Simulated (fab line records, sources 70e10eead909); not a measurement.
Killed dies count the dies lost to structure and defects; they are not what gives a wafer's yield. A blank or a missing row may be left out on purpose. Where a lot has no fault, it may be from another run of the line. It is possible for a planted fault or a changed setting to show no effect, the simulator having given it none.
What tool caused it? | flow nand-harc | 11 lots, 32 wafers sampled, at 6 steps of a route of 1159

## WHAT THE GAUGES READ, wafer by wafer
NHARC_A_M1_CD_MEAS_09: target cd 120 nm.
lot  | measured     | on        | cd-nm (nm)
L666 | day 18 02:35 | cd-sem-02 | 120.4 120.4 120.5
L665 | day 18 03:27 | cd-sem-02 | 120.5 120.2 120.9
L664 | day 18 18:13 | cd-sem-03 | 120.2 120.0 120.4
L668 | day 18 18:43 | cd-sem-03 | 119.9 120.3 120.1
L670 | day 19 18:26 | cd-sem-01 | 119.8 119.2 119.8
L669 | day 20 00:25 | cd-sem-01 | 120.2 119.4 119.8
L672 | day 20 00:41 | cd-sem-02 | 120.2 120.7 119.8
L671 | day 20 05:57 | cd-sem-01 | 119.5 119.5 119.6
L677 | day 21 15:46 | cd-sem-01 | 120.8 141.5
L680 | day 23 00:09 | cd-sem-01 | 120.9 140.7 140.9
L685 | day 23 16:53 | cd-sem-02 | 119.2 118.8 118.9

NHARC_END_SORT_01.
lot  | measured     | on        | defect-limited-yield (%) | killed-at-array | killed-at-other | killed-at-periphery | killed-dies | killed-open | killed-short | sort_bin_2_pct (%) | sort_bin_3_pct (%) | sort_bin_4_pct (%) | sort-n-pass | sort-rim-yield-pct (%) | sort-yield-pct (%)
L666 | day 19 18:16 | prober-02 | 95.3 95.7 94.8           | 29 23 34        | 0 1 0           | 3 5 1               | 32 29 35    | 1 3 4       | 3 6 4        | 1.8 1.0 1.6        | 0.15 0.15 0.74     | 2.8 3.1 2.8        | 645 648 642 | 93.4 95.3 95.3         | 95.3 95.7 94.8
L665 | day 19 18:58 | prober-01 | 93.9 95.3 92.6           | 37 29 33        | 1 1 3           | 3 2 14              | 41 32 50    | 3 0 3       | 0 1 1        | 1.9 1.0 2.1        | 0.30 0.30 0        | 3.8 3.4 5.3        | 636 645 627 | 95.3 93.4 90.6         | 93.9 95.3 92.6
L668 | day 20 17:52 | prober-01 | 92.9 94.4 94.8           | 41 35 33        | 2 0 1           | 5 3 1               | 48 38 35    | 3 3 3       | 0 0 0        | 1.9 1.8 1.9        | 0.30 0 0.44        | 4.9 3.8 2.8        | 629 639 642 | 92.5 98.1 90.6         | 92.9 94.4 94.8
L672 | day 21 17:37 | prober-02 | 96.6 96.9 97.6           | 19 20 12        | 1 0 0           | 3 1 4               | 23 21 16    | 5 2 1       | 2 1 1        | 1.0 1.2 0.7        | 0.15 0.15 0.15     | 2.2 1.8 1.5        | 654 656 661 | 96.2 97.2 99.1         | 96.6 96.9 97.6
L677 | day 23 14:05 | prober-01 | 95.9 96.0                | 25 20           | 0 1             | 3 6                 | 28 27       | 3 5         | 1 1          | 1.2 1.0            | 0.15 0.30          | 2.8 2.7            | 649 650     | 95.3 93.4              | 95.9 96.0
L680 | day 24 12:37 | prober-02 | 95.6 96.2 96.3           | 29 21 21        | 0 1 1           | 1 4 3               | 30 26 25    | 3 2 2       | 1 2 4        | 1.0 1.0 0.1        | 0.30 0.30 0.74     | 3.1 2.5 2.8        | 647 651 652 | 94.3 97.2 98.1         | 95.6 96.2 96.3

## EACH LOT AND THE TOOL THAT RAN IT (in order: tool; ch and the chambers of the sampled wafers; start)
lot  | NHARC_A_M0_PVD_21                       | NHARC_A_M0_ANNEAL_30             | NHARC_A_M1_PEB_07                 | NHARC_A_M1_STRIP_18
L666 | pvd-sputter-02, day 18 00:18 or earlier | rtp-anneal-02 ch 0, day 18 00:18 | litho-track-04 ch 0, day 18 02:30 | rie-diel-11 ch 1,2,3, day 18 03:13
L665 | pvd-sputter-01, day 18 01:18 or earlier | rtp-anneal-02 ch 0, day 18 01:18 | litho-track-06 ch 0, day 18 03:22 | rie-diel-11 ch 1,3, day 18 04:01
L664 | pvd-sputter-01, day 18 15:59 or earlier | rtp-anneal-02 ch 0, day 18 15:59 | litho-track-01 ch 0, day 18 18:08 | rie-diel-11 ch 1,2, day 18 18:49
L668 | pvd-sputter-02, day 18 16:38 or earlier | rtp-anneal-02 ch 0, day 18 16:38 | litho-track-01 ch 0, day 18 18:38 | rie-diel-12 ch 1,2, day 18 19:18
L670 | pvd-sputter-03, day 19 16:14 or earlier | rtp-anneal-02 ch 0, day 19 16:14 | litho-track-04 ch 0, day 19 18:21 | rie-diel-11 ch 0,2,3, day 19 19:03
L669 | pvd-sputter-01, day 19 22:14 or earlier | rtp-anneal-02 ch 0, day 19 22:14 | litho-track-06 ch 0, day 20 00:20 | rie-diel-11 ch 1,2,3, day 20 01:03
L672 | pvd-sputter-02, day 19 22:27 or earlier | rtp-anneal-01 ch 0, day 19 22:27 | litho-track-01 ch 0, day 20 00:37 | rie-diel-12 ch 0,1,2, day 20 01:15
L671 | pvd-sputter-01, day 20 03:52 or earlier | rtp-anneal-02 ch 0, day 20 03:52 | litho-track-04 ch 0, day 20 05:52 | rie-diel-12 ch 0,2,3, day 20 06:31
L677 | pvd-sputter-02, day 21 13:38 or earlier | rtp-anneal-01 ch 0, day 21 13:38 | litho-track-01 ch 0, day 21 15:41 | rie-diel-10 ch 0,2, day 21 16:25
L680 | pvd-sputter-03, day 22 20:23 or earlier | rtp-anneal-02 ch 0, day 22 20:23 | litho-track-01 ch 0, day 23 00:04 | rie-diel-10 ch 0,2,3, day 23 00:47
L685 | pvd-sputter-02, day 23 14:47 or earlier | rtp-anneal-02 ch 0, day 23 14:47 | litho-track-06 ch 0, day 23 16:49 | rie-diel-10 ch 0,1,3, day 23 17:31
- NHARC_A_M0_PVD_21: deposits Cu, target thk 30 nm, time 20.49 s.
- NHARC_A_M0_ANNEAL_30: time 90 s.
- NHARC_A_M1_PEB_07: peb time 65 s.
- NHARC_A_M1_STRIP_18: strips in N2/H2.

## WHAT THE TOOLS THEMSELVES READ (means of the sampled wafers that have a number; where no wafer has one, the mark that the record gives instead)
NHARC_A_M0_PVD_21.
lot  | tool           | throttle-valve-pct (%)
L666 | pvd-sputter-02 | 30.9
L665 | pvd-sputter-01 | 30.3
L664 | pvd-sputter-01 | 29.7
L668 | pvd-sputter-02 | 30.1
L670 | pvd-sputter-03 | 30.0
L669 | pvd-sputter-01 | 29.6
L672 | pvd-sputter-02 | 30.0
L671 | pvd-sputter-01 | 30.1
L677 | pvd-sputter-02 | 30.4
L680 | pvd-sputter-03 | 30.6
L685 | pvd-sputter-02 | 29.7

NHARC_A_M0_ANNEAL_30.
lot  | tool          | anneal-temp-c-max | wafer_temp_C_max
L666 | rtp-anneal-02 | 226.06            | 226.0
L665 | rtp-anneal-02 | 225.98            | 226.3
L664 | rtp-anneal-02 | 226.24            | 225.7
L668 | rtp-anneal-02 | 225.94            | 225.9
L670 | rtp-anneal-02 | 225.86            | 225.7
L669 | rtp-anneal-02 | 225.87            | 226.4
L672 | rtp-anneal-01 | 225.85            | 226.5
L671 | rtp-anneal-02 | 225.75            | 225.8
L677 | rtp-anneal-01 | 225.75            | 226.9
L680 | rtp-anneal-02 | 225.93            | 226.1
L685 | rtp-anneal-02 | 225.94            | 225.9

NHARC_A_M1_PEB_07.
lot  | tool           | plate-temp-C (C)
L666 | litho-track-04 | 100.14
L665 | litho-track-06 | 99.83
L664 | litho-track-01 | 100.06
L668 | litho-track-01 | 99.93
L670 | litho-track-04 | 100.07
L669 | litho-track-06 | 99.97
L672 | litho-track-01 | 99.88
L671 | litho-track-04 | 99.98
L677 | litho-track-01 | 100.00
L680 | litho-track-01 | 99.91
L685 | litho-track-06 | 100.13

NHARC_A_M1_STRIP_18.
lot  | tool        | drypump-motor-current-A (A) | h2-flow-sccm (sccm) | n2-flow-sccm (sccm) | oes-product-au (a.u.) | rf-vpp-V (V) | showerhead-plenum-p-Torr (Torr) | throttle-valve-pct (%)
L666 | rie-diel-11 | 5.4                         | 150.1               | 149.7               | 1.007                 | 90.9         | 2.00                            | 14.170
L665 | rie-diel-11 | 5.7                         | 150.3               | 150.0               | 0.997                 | 91.1         | 2.03                            | 14.175
L664 | rie-diel-11 | 5.3                         | 149.9               | 149.8               | 1.000                 | 90.2         | 1.92                            | 14.179
L668 | rie-diel-12 | 5.6                         | 149.8               | 149.6               | 0.997                 | 89.7         | 1.92                            | 14.178
L670 | rie-diel-11 | 5.5                         | 150.5               | 150.2               | 1.008                 | 89.9         | 2.04                            | 14.174
L669 | rie-diel-11 | 5.4                         | 149.9               | 150.5               | 1.004                 | 90.5         | 2.00                            | 14.174
L672 | rie-diel-12 | 5.7                         | 150.0               | 150.5               | 0.993                 | 90.0         | 1.98                            | 14.182
L671 | rie-diel-12 | 5.9                         | 150.1               | 150.1               | 1.000                 | 90.0         | 2.02                            | 14.172
L677 | rie-diel-10 | 5.3                         | 149.9               | 150.8               | 0.997                 | 90.2         | 2.02                            | 14.172
L680 | rie-diel-10 | 5.4                         | 149.7               | 150.0               | 1.008                 | 90.4         | 1.98                            | 14.172
L685 | rie-diel-10 | 6.0                         | 150.2               | 150.4               | 1.006                 | 89.6         | 1.97                            | 14.176

## THE ANSWER, worked out from the rows above alone
Rule: what is usual is taken from the lots themselves. Put in order of their means at a reading, lots are off if they are a third of the lots or fewer, leave a main group of 4 or more, and stand apart from it by a gap of 3 or more times the standard deviation of the main group's means; of several such gaps the widest counts. The tables above print the reading to a certain number of digits; a main group whose means all agree to those digits is not used. A lot without any number at a reading at which 4 lots or more have one is off too. All remaining lots with rows at the step are treated as sound. After the gauges, taken in route order, come the tools' own readings; for these a lot's mean is taken, as printed above. At the first step where some lot is off, the reading lying furthest off is the one used; lots without a number count as furthest.
Off, at NHARC_A_M1_CD_MEAS_09 on cd-nm: L677, L680. The main group has a mean of 119.9 nm with a standard deviation of 0.47.
A tool fits if, at a process step before that reading, it ran every lot that is off, and no sound lot after the first of them. Gauges at NHARC_A_M1_CD_MEAS_09: tried the same way as those tools. With no start given for some of its lots, NHARC_A_M0_PVD_21 uses the hours and lot order of NHARC_A_M0_ANNEAL_30. 2 tools fit, litho-track-01 at NHARC_A_M1_PEB_07 and cd-sem-01 at NHARC_A_M1_CD_MEAS_09, so this cannot tell which one it is.

## WHAT THE SIMULATOR PUT IN
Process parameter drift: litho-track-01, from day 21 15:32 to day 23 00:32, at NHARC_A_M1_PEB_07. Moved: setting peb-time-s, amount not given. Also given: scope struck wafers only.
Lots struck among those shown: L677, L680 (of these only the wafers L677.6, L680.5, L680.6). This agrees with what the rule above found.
